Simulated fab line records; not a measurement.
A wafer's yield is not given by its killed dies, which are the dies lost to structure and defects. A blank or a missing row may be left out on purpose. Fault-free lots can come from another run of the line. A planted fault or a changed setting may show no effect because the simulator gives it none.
Which tool is to blame? :: flow nandHarc :: 18 wafers from 6 lots sampled at 5 of the route's 1302 steps

== WHAT EACH GAUGE READ, for each wafer ==
NHARC_END_SORT_01.
lot: L964
measured: day 25 09:55
on: prober-01
killedAtPeriphery: 10 15 13

lot: L968
measured: day 26 23:28
on: prober-02
killedAtPeriphery: 2 5 1

lot: L970
measured: day 27 15:32
on: prober-02
killedAtPeriphery: 5 8 2

lot: L973
measured: day 28 19:32
on: prober-01
killedAtPeriphery: 5 6 3

lot: L982
measured: day 32 21:02
on: prober-02
killedAtPeriphery: 3 5 2

lot: L983
measured: day 32 18:14
on: prober-01
killedAtPeriphery: 3 637 6

== EACH LOT AND THE TOOL THAT RAN IT (in order: tool; ch and the chambers of the sampled wafers; start) ==
lot: L964
NHARC_P_M1_DEP_00: pecvd-03 ch 0,2, day 6 22:23
NHARC_THIN_TSV_STRIP_45: plasmaAsher-02 ch 0, day 24 17:59
NHARC_THIN_TSV_DEP_47: pecvd-01 ch 0,2, day 24 18:50
NHARC_THIN_TSV_CMP_21: cmp-03 ch 1,2,3, day 24 21:20

lot: L968
NHARC_P_M1_DEP_00: pecvd-01 ch 0,1,2, day 8 19:29
NHARC_THIN_TSV_STRIP_45: plasmaAsher-01 ch 0,1, day 26 09:31
NHARC_THIN_TSV_DEP_47: pecvd-01 ch 0,1,2, day 26 10:19
NHARC_THIN_TSV_CMP_21: cmp-01 ch 1,3, day 26 12:46

lot: L970
NHARC_P_M1_DEP_00: pecvd-03 ch 0,1, day 9 12:11
NHARC_THIN_TSV_STRIP_45: plasmaAsher-02 ch 0,1, day 27 00:53
NHARC_THIN_TSV_DEP_47: pecvd-04 ch 0,1, day 27 01:41
NHARC_THIN_TSV_CMP_21: cmp-01 ch 0,2,3, day 27 04:10

lot: L973
NHARC_P_M1_DEP_00: pecvd-04 ch 1,2, day 10 21:50
NHARC_THIN_TSV_STRIP_45: plasmaAsher-02 ch 0,1, day 28 04:04
NHARC_THIN_TSV_DEP_47: pecvd-01 ch 1,2, day 28 04:47
NHARC_THIN_TSV_CMP_21: cmp-02 ch 0,1,2, day 28 07:19

lot: L982
NHARC_P_M1_DEP_00: pecvd-04 ch 0,1,2, day 14 11:39
NHARC_THIN_TSV_STRIP_45: plasmaAsher-02 ch 0,1, day 32 04:52
NHARC_THIN_TSV_DEP_47: pecvd-01 ch 0,1,2, day 32 05:37
NHARC_THIN_TSV_CMP_21: cmp-01 ch 0,1,3, day 32 08:14

lot: L983
NHARC_P_M1_DEP_00: pecvd-04 ch 0,1,2, day 15 01:19
NHARC_THIN_TSV_STRIP_45: plasmaAsher-02 ch 0,1, day 32 03:38
NHARC_THIN_TSV_DEP_47: pecvd-01 ch 1,2, day 32 04:23
NHARC_THIN_TSV_CMP_21: cmp-01 ch 0,2, day 32 06:56
- NHARC_P_M1_DEP_00: deposits SiOC, target thk 182.5 nm.
- NHARC_THIN_TSV_STRIP_45: strips in O2.
- NHARC_THIN_TSV_DEP_47: deposits SiO2, target thk 200 nm.
- NHARC_THIN_TSV_CMP_21: polishes, t overpolish 30 s, target thk 2000 nm.

== THE ANSWER, worked out from the rows above alone ==
Rule: usual is defined by the lots themselves. The widest of any qualifying gaps counts: lots, ordered by their means at a reading, are off when they make up no more than a third of the lots, leave a main group of 4 or more, and stand apart from it by 3 or more times the standard deviation of that group's means. A main group whose means are all the same, to the digits that the tables above print for the reading, isn't used. Also off: a lot with no number at a reading for which 4 or more lots have one. The other lots that the step has rows for count as sound.
Off, at NHARC_END_SORT_01 on killedAtPeriphery: L983. The main group: mean 5.7, standard deviation 3.6.
If a tool, at a process step before that reading, ran all the lots that are off and no sound lot after the first of them, it fits. Those tools and the gauges at NHARC_END_SORT_01 are tried in the same way. Undecided on this evidence; 2 tools fit (pecvd-04 at NHARC_P_M1_DEP_00, prober-01 at NHARC_END_SORT_01).

== WHAT THE SIMULATOR PUT IN ==
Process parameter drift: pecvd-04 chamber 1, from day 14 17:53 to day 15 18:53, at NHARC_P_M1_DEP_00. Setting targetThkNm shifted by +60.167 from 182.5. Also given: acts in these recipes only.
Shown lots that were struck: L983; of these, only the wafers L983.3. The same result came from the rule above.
